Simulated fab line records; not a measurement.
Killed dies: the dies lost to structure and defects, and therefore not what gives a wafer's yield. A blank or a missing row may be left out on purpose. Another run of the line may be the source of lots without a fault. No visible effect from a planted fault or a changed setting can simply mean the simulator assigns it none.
fab line records -- flow nand-harc
record lots=11, wafers=33, last-day=33
route steps=1302 shown A_BLC@1117 A_M0@1145
lots with no fault: from the same line, run without faults
start-h: start of the lot's first displayed wafer, in hours after the record's first day -- wait-h: how many hours have passed since the lot's step before this one -- " same as the row above -- L1.1+2: one row covering several wafers at once -- - no value present, or no start provided -- * or withheld: withheld -- < > ~ a bound
route shown NAME@n: names a module that has steps shown in the file, with the first one's number in the route -- usual: mean/standard deviation of fault-free wafers -- same: alike in all rows -- chamber/n: place in a boat -- sites: readings site by site -- _std_site: the standard deviation of these -- _edge_site: inner sites' mean taken away from outer sites' mean -- radius-mm: how far each site lies from the wafer's centre -- mask NAME#n: copy n -- behind: the tool/chamber that last shaped the wafer -- hold: reason for holding the lot/hours on hold/outcome of the hold -- device: transistor that didn't switch, given as n, p or np -- end of line: tests of these same wafers at the route's end -- step lacking rows: just its recipe -- killed: the dies lost at the first sort to structure and to defects; this is not the yield of the wafer -- map: a wafer's dies, x killed, . not, _ none there
set.NAME: the setting the step ran with; set.NAME@STEP: the setting that earlier step ran with -- model.NAME: the simulator's own value behind a step, which no gauge read
route steps across a sampled set of lots; one table per step, one row per wafer
services: when a tool's chamber went out of use (start-h, in hours from the record's first day, below 0 if earlier), for how many hours, and the reason
## steps
# step NHARC_A_BLC_CD_MEAS_10
# recipe target-cd-nm=100, landing-energy-ev=500
# usual cd-nm=99.5/0.57
lot.wafer,tool,chamber,start-h,wait-h,cd-nm
L983.2,cd-sem-01,0,552.92,-,100.5
L983.5,cd-sem-01,0,552.92,-,99.9
L983.6,cd-sem-01,0,552.92,-,99.7
L986.1,cd-sem-03,0,562.51,-,99.7
L986.2,cd-sem-03,0,562.51,-,99.6
L986.6,cd-sem-03,0,562.51,-,99.7
L985.1,cd-sem-03,0,595.87,-,100.1
L985.5,cd-sem-03,0,595.87,-,99.3
L985.6,cd-sem-03,0,595.87,-,99.6
L988.1,cd-sem-02,0,613.26,-,99.8
L988.4,cd-sem-02,0,613.26,-,99.3
L988.5,cd-sem-02,0,613.26,-,98.8
L993.2,cd-sem-01,0,655.12,-,100.0
L993.5,cd-sem-01,0,655.12,-,98.9
L993.6,cd-sem-01,0,655.12,-,99.6
L995.1,cd-sem-02,0,673.10,-,99.3
L995.3,cd-sem-02,0,673.10,-,100.0
L995.5,cd-sem-02,0,673.10,-,98.9
L997.2,cd-sem-01,0,681.26,-,99.8
L997.5,cd-sem-01,0,681.26,-,99.1
L997.6,cd-sem-01,0,681.26,-,98.2
L998.1,cd-sem-01,0,683.07,-,100.2
L998.5,cd-sem-01,0,683.07,-,99.8
L998.6,cd-sem-01,0,683.07,-,99.1
L100.1,cd-sem-01,0,728.59,-,99.5
L100.3,cd-sem-01,0,728.59,-,99.4
L100.4,cd-sem-01,0,728.59,-,99.6
L102.3,cd-sem-03,0,734.72,-,99.5
L102.4,cd-sem-03,0,734.72,-,99.5
L102.5,cd-sem-03,0,734.72,-,99.6
L101.1,cd-sem-02,0,743.60,-,99.1
L101.2,cd-sem-02,0,743.60,-,99.2
L101.3,cd-sem-02,0,743.60,-,100.0
# step NHARC_A_BLC_DESCUM_15
# recipe time-s=3, o2-flow-sccm=200, ar-flow-sccm=0, bias-power-w=0, chemistry=O2
# usual drypump-motor-current-A=5.9/0.35, o2-flow-sccm=200.0/0.55, oes-product-au=0.996/0.0099, rf-vpp-V=57.8/0.92, showerhead-plenum-p-Torr=1.90/0.075, throttle-valve-pct=11.311/0.0098
lot.wafer,tool,chamber,start-h,wait-h,drypump-motor-current-A,o2-flow-sccm,oes-product-au,rf-hours-counter-h,rf-vpp-V,showerhead-plenum-p-Torr,throttle-valve-pct
L983.2,rie-diel-06,2,553.13,0.1,5.8,199.3,1.000,6,59.9,1.83,11.322
L983.6,rie-diel-06,3,553.13,0.1,6.6,200.7,0.996,-,57.2,1.87,11.321
L983.5,rie-diel-06,0,553.13,0.1,6.0,200.6,0.989,-,57.9,1.88,11.305
L986.2,rie-diel-11,0,562.71,0.1,5.8,200.6,0.981,4,57.9,2.04,11.306
L986.1,rie-diel-11,2,562.71,0.1,6.1,200.4,0.988,6,57.7,1.80,11.314
L986.6,rie-diel-11,0,562.71,0.1,5.8,200.5,0.975,-,59.9,2.04,11.324
L985.1,rie-diel-06,3,596.06,0.1,6.6,199.3,0.990,10,57.0,1.87,11.325
L985.6,rie-diel-06,2,596.06,0.1,5.8,200.5,0.994,-,57.2,1.83,11.309
L985.5,rie-diel-06,3,596.06,0.1,6.5,199.8,1.003,-,57.2,1.87,11.313
L988.4,rie-diel-09,0,613.44,0.1,6.2,200.0,0.993,38,57.8,1.83,11.316
L988.1,rie-diel-09,2,613.44,0.1,6.0,200.2,0.993,33,56.3,1.88,11.312
L988.5,rie-diel-09,1,613.44,0.1,5.2,200.1,1.003,-,58.6,1.83,11.300
L993.2,rie-diel-11,1,655.32,0.1,5.4,200.8,1.008,3,57.4,1.95,11.332
L993.5,rie-diel-11,3,655.32,0.1,6.0,200.3,0.992,-,57.4,1.86,11.312
L993.6,rie-diel-11,0,655.32,0.1,5.8,200.5,0.992,-,57.9,2.04,11.309
L995.3,rie-diel-06,1,673.30,0.1,5.6,199.8,1.007,0,59.2,2.00,11.324
L995.1,rie-diel-06,2,673.30,0.1,5.8,199.8,1.007,0,57.8,1.82,11.290
L995.5,rie-diel-06,0,673.30,0.1,6.0,198.9,1.001,-,57.0,1.88,11.313
L997.2,rie-diel-11,2,681.47,0.1,6.1,199.9,0.997,3,58.5,1.80,11.324
L997.5,rie-diel-11,3,681.47,0.1,5.9,199.7,0.989,-,57.7,1.86,11.298
L997.6,rie-diel-11,0,681.47,0.1,5.8,200.4,0.996,-,59.1,2.04,11.299
L998.1,rie-diel-06,0,683.26,0.1,5.9,199.0,1.003,1,56.6,1.88,11.319
L998.5,rie-diel-06,0,683.26,0.1,6.0,198.7,1.001,-,58.1,1.88,11.329
L998.6,rie-diel-06,1,683.26,0.1,5.6,198.8,0.999,-,59.0,2.00,11.316
L100.1,rie-diel-11,0,728.78,0.1,5.8,199.9,1.000,7,58.3,2.04,11.294
L100.4,rie-diel-11,1,728.78,0.1,5.5,200.4,0.995,7,58.1,1.95,11.301
L100.3,rie-diel-11,3,728.78,0.1,6.0,200.5,0.993,6,56.9,1.86,11.304
L102.4,rie-diel-06,2,734.90,0.1,5.8,199.6,1.016,5,57.3,1.82,11.306
L102.3,rie-diel-06,1,734.90,0.1,5.6,200.1,1.000,6,58.8,1.99,11.305
L102.5,rie-diel-06,2,734.90,0.1,5.8,199.9,1.008,-,56.7,1.82,11.295
L101.1,rie-diel-11,3,743.78,0.1,6.0,199.5,0.992,7,59.3,1.86,11.328
L101.2,rie-diel-11,1,743.78,0.1,5.5,199.9,1.003,8,57.7,1.95,11.298
L101.3,rie-diel-11,2,743.78,0.1,6.1,200.8,1.013,6,56.9,1.79,11.309
# step NHARC_A_M0_PEB_07
# recipe peb-temp-c=100, peb-time-s=65
# usual heater-power-total-W=156.6/0.44
lot.wafer,tool,chamber,start-h,wait-h,heater-power-total-W
L983.2,litho-track-06,0,557.18,0.1,156.7
L983.5,litho-track-06,0,557.18,0.1,156.1
L983.6,litho-track-06,0,557.18,0.1,157.1
L986.1,litho-track-06,0,566.34,0.1,156.5
L986.2,litho-track-06,0,566.34,0.1,157.1
L986.6,litho-track-06,0,566.34,0.1,156.2
L985.1,litho-track-06,0,599.81,0.1,164.0
L985.5,litho-track-06,0,599.81,0.1,156.0
L985.6,litho-track-06,0,599.81,0.1,163.9
L988.1,litho-track-06,0,617.20,0.1,163.9
L988.4,litho-track-06,0,617.20,0.1,163.5
L988.5,litho-track-06,0,617.20,0.1,157.2
L993.2,litho-track-04,0,659.08,0.1,157.2
L993.5,litho-track-04,0,659.08,0.1,156.6
L993.6,litho-track-04,0,659.08,0.1,156.8
L995.1,litho-track-04,0,676.92,0.1,156.3
L995.3,litho-track-04,0,676.92,0.1,157.1
L995.5,litho-track-04,0,676.92,0.1,156.6
L997.2,litho-track-06,0,685.21,0.1,157.1
L997.5,litho-track-06,0,685.21,0.1,156.2
L997.6,litho-track-06,0,685.21,0.1,156.8
L998.1,litho-track-01,0,687.14,0.1,156.2
L998.5,litho-track-01,0,687.14,0.1,156.6
L998.6,litho-track-01,0,687.14,0.1,156.1
L100.1,litho-track-06,0,732.58,0.1,156.2
L100.3,litho-track-06,0,732.58,0.1,156.9
L100.4,litho-track-06,0,732.58,0.1,157.1
L102.3,litho-track-01,0,738.80,0.0,156.8
L102.4,litho-track-01,0,738.80,0.0,156.1
L102.5,litho-track-01,0,738.80,0.0,156.2
L101.1,litho-track-01,0,747.44,0.1,156.3
L101.2,litho-track-01,0,747.44,0.1,157.2
L101.3,litho-track-01,0,747.44,0.1,156.4
# step NHARC_A_M0_CD_MEAS_09
# recipe target-cd-nm=80, landing-energy-ev=500
# usual cd-nm=80.0/0.7
lot.wafer,tool,chamber,start-h,wait-h,cd-nm
L983.2,cd-sem-01,0,557.26,-,80.4
L983.5,cd-sem-01,0,557.26,-,80.0
L983.6,cd-sem-01,0,557.26,-,81.3
L986.1,cd-sem-02,0,566.42,-,80.3
L986.2,cd-sem-02,0,566.42,-,81.1
L986.6,cd-sem-02,0,566.42,-,81.2
L985.1,cd-sem-01,0,599.89,-,77.2
L985.5,cd-sem-01,0,599.89,-,80.3
L985.6,cd-sem-01,0,599.89,-,77.6
L988.1,cd-sem-01,0,617.27,-,76.5
L988.4,cd-sem-01,0,617.27,-,75.9
L988.5,cd-sem-01,0,617.27,-,79.4
L993.2,cd-sem-02,0,659.16,-,79.0
L993.5,cd-sem-02,0,659.16,-,79.6
L993.6,cd-sem-02,0,659.16,-,78.1
L995.1,cd-sem-01,0,677.00,-,79.5
L995.3,cd-sem-01,0,677.00,-,79.7
L995.5,cd-sem-01,0,677.00,-,79.6
L997.2,cd-sem-01,0,685.29,-,80.2
L997.5,cd-sem-01,0,685.29,-,80.1
L997.6,cd-sem-01,0,685.29,-,80.2
L998.1,cd-sem-03,0,687.22,-,79.6
L998.5,cd-sem-03,0,687.22,-,80.5
L998.6,cd-sem-03,0,687.22,-,80.0
L100.1,cd-sem-02,0,732.66,-,80.1
L100.3,cd-sem-02,0,732.66,-,80.1
L100.4,cd-sem-02,0,732.66,-,81.6
L102.3,cd-sem-01,0,738.88,-,79.9
L102.4,cd-sem-01,0,738.88,-,79.8
L102.5,cd-sem-01,0,738.88,-,80.6
L101.1,cd-sem-02,0,747.52,-,79.2
L101.2,cd-sem-02,0,747.52,-,81.4
L101.3,cd-sem-02,0,747.52,-,81.1
# step NHARC_A_M0_DEGAS_28
# recipe temp-c=250, time-s=60
# usual heater-power-w=323/37
lot.wafer,tool,chamber,start-h,wait-h,heater-power-w
L983.2,pvd-sputter-02,-,558.38,-,317
L983.5,pvd-sputter-02,-,558.38,-,313
L983.6,pvd-sputter-02,-,558.38,-,349
L986.1,pvd-sputter-01,-,567.53,-,287
L986.2,pvd-sputter-01,-,567.53,-,277
L986.6,pvd-sputter-01,-,567.53,-,283
L985.1,pvd-sputter-01,-,601.01,-,400
L985.6,pvd-sputter-01,-,601.01,-,276
L985.5,pvd-sputter-01,-,601.01,-,401
L988.1,pvd-sputter-01,-,618.43,-,303
L988.4,pvd-sputter-01,-,618.43,-,272
L988.5,pvd-sputter-01,-,618.43,-,299
L993.2,pvd-sputter-01,-,660.26,-,393
L993.5,pvd-sputter-01,-,660.26,-,401
L993.6,pvd-sputter-01,-,660.26,-,273
L995.3,pvd-sputter-01,-,678.18,-,303
L995.1,pvd-sputter-01,-,678.18,-,280
L995.5,pvd-sputter-01,-,678.18,-,270
L997.2,pvd-sputter-01,-,686.41,-,273
L997.6,pvd-sputter-01,-,686.41,-,292
L997.5,pvd-sputter-01,-,686.41,-,278
L998.1,pvd-sputter-02,-,688.33,-,318
L998.5,pvd-sputter-02,-,688.33,-,313
L998.6,pvd-sputter-02,-,688.33,-,364
L100.1,pvd-sputter-02,-,733.78,-,337
L100.4,pvd-sputter-02,-,733.78,-,344
L100.3,pvd-sputter-02,-,733.78,-,313
L102.4,pvd-sputter-01,-,739.98,-,295
L102.3,pvd-sputter-01,-,739.98,-,287
L102.5,pvd-sputter-01,-,739.98,-,275
L101.3,pvd-sputter-02,-,748.64,-,328
L101.1,pvd-sputter-02,-,748.64,-,316
L101.2,pvd-sputter-02,-,748.64,-,337
## services
tool,chamber,start-h,hours,kind
litho-track-04,-,553.00,7.0,pm
pvd-sputter-02,-,573.05,2.2,repair
rie-diel-06,-,573.89,0.1,repair
rie-diel-09,2,574.03,11.1,repair
pvd-sputter-01,-,582.00,10.0,pm
pvd-sputter-01,-,592.06,4.8,repair
rie-diel-11,3,606.82,17.6,repair
rie-diel-11,-,609.50,9.0,pm
rie-diel-09,2,622.98,5.5,repair
rie-diel-11,2,632.22,15.2,repair
rie-diel-09,1,639.04,4.1,repair
rie-diel-06,-,645.06,0.9,repair
pvd-sputter-02,-,659.17,10.0,pm
rie-diel-06,-,661.35,9.0,pm
rie-diel-09,-,676.85,9.0,pm
litho-track-01,-,680.00,7.0,pm
rie-diel-09,1,690.46,56.6,repair
rie-diel-11,1,695.33,2.5,repair
pvd-sputter-02,-,701.34,3.5,repair
litho-track-06,-,704.00,7.0,pm
rie-diel-11,-,709.85,0.3,repair
litho-track-04,-,728.00,7.0,pm
pvd-sputter-02,-,745.10,2.4,repair
rie-diel-06,1,748.54,2.9,repair
## key
first-sign step=NHARC_A_M0_PEB_07, reading=heater-power-total-W, direction=up, sigmas=16, usual=*, struck=*
effect step=NHARC_A_M0_CD_MEAS_09, reading=cd-nm, direction=down, sigmas=4.5, usual=80.0, struck=76.8
met-at NHARC_A_M0_PEB_07
struck-lots L985,L988
struck-wafers L985.1,L985.6,L988.1,L988.4
not-acting-at NHARC_A_BLC_CD_MEAS_10,NHARC_A_BLC_DESCUM_15,NHARC_A_M0_DEGAS_28
onset-between 566.34 599.81
fault kind=process-parameter-drift, tool=litho-track-06, chamber=-, onset-h=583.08, steps=NHARC_A_M0_PEB_07, channel=peb-time-s, offset=*, shape=step, end-h=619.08, scope=struck-wafers-only, acts-in=*, stated=*
